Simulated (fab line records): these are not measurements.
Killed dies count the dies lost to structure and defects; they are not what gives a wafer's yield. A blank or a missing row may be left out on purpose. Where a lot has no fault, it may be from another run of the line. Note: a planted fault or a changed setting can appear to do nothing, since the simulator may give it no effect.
Chamber matching -- flow n5_finfet -- N5_BEOL_M2_STRIP_36 on rie_diel-01 has 4 sister chambers
The step strips in N2/H2. 8 wafers are shown with their chamber, then 9 later ones without.

## EACH WAFER AND ITS CHAMBER
wafer,chamber,showerhead_plenum_p_Torr (Torr),oes_product_au (a.u.)
L083.5,0,2.40,0.68
L085.4,0,2.40,0.68
L089.1,2,2.32,0.71
L089.4,1,2.44,0.77
L089.6,3,2.59,0.88
L092.4,2,2.31,0.71
L092.5,3,2.59,0.87
L092.6,1,2.44,0.76

## WAFERS WITHOUT THEIR CHAMBER
wafer,showerhead_plenum_p_Torr (Torr),oes_product_au (a.u.)
L091.1,2.44,0.77
L091.2,2.31,0.71
L091.3,2.59,0.88
L093.1,2.31,0.70
L093.2,2.59,0.86
L093.4,2.43,0.75
L096.1,2.58,0.85
L096.2,2.72,0.99
L096.3,2.43,0.75

## THE CHAMBER EACH PASSED THROUGH
wafer,from the rows above,in truth
L091.1,1,1
L091.2,2,2
L091.3,3,3
L093.1,2,2
L093.2,3,3
L093.4,1,1
L096.1,3,3
L096.2,3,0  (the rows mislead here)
L096.3,1,1
Placed correctly: 8 of 9. Left unplaced by these rows: 0. Placed wrongly: 1.
How it was worked out, from the rows above alone: a wafer's distance from a chamber is the root of the sum, over the readings, of the square of ((its reading less the chamber's mean) divided by the reading's scatter). If the next closest chamber is less than 2 further off than the closest, the wafer can't be placed; otherwise it belongs to the closest. The mean given for a chamber averages the wafers shown for that chamber. The scatter: the root of (the sum of the squares of (reading less its chamber's mean) over the shown wafers, divided by (wafers less chambers)).
